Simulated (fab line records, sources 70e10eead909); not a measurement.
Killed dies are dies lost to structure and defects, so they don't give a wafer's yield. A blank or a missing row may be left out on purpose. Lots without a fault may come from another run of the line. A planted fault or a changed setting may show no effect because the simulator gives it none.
One fault seen from 2 desks | flow nand_harc | each desk has only its own numbers; what lay behind them comes last

THE DEFECT DESK
What the inspections along the route counted, lot by lot: means of the sampled wafers that have a number. A lot is out of limits, marked OUT, if its mean lies more than 4 standard deviations from the usual mean; the brackets give that distance.
Columns: A = raw_defect_count at NHARC_P_M2_INSPECT_11, usual 5.1
lot  | first seen here | A
L588 | day 6 12:40     | 3.7
L587 | day 6 13:19     | 3.7
L589 | day 7 03:01     | 9.3
L591 | day 7 22:32     | 6.0
L594 | day 9 09:11     | 3.3
L596 | day 10 08:13    | 5.0
L601 | day 12 16:04    | 8.0
L603 | day 13 03:49    | 6.7
L606 | day 14 05:46    | 3.7
L607 | day 14 17:36    | 5.0
L608 | day 15 01:43    | 10.7
L609 | day 15 15:40    | 4.3
L610 | day 15 18:47    | 2.0
This desk's finding: nothing out of limits on any of the 13 lots.

THE METROLOGY DESK
What the gauges read, lot by lot, whatever tool the lot ran on: means of the sampled wafers that have a number. A lot is out of limits, marked OUT, if its mean lies more than 4 standard deviations from the usual mean; the brackets give that distance.
Columns: A = cd_nm at NHARC_P_M2_CD_MEAS_09, usual 170.3 nm
lot  | first seen here | A
L588 | day 6 12:32     | 170.5
L587 | day 6 13:11     | 171.1
L589 | day 7 02:53     | 169.9
L591 | day 7 22:25     | 170.5
L594 | day 9 09:04     | 170.2
L596 | day 10 08:05    | 170.9
L601 | day 12 15:57    | 171.7
L603 | day 13 03:41    | 171.9
L606 | day 14 05:39    | 169.8
L607 | day 14 17:29    | 169.9
L608 | day 15 01:36    | 170.5
L609 | day 15 15:33    | 170.0
L610 | day 15 18:40    | 169.6
This desk's finding: nothing out of limits on any of the 13 lots.

PUT TOGETHER
The defect desk saw nothing out of limits.
The metrology desk saw nothing out of limits.

WHAT THE SIMULATOR HAD PUT IN
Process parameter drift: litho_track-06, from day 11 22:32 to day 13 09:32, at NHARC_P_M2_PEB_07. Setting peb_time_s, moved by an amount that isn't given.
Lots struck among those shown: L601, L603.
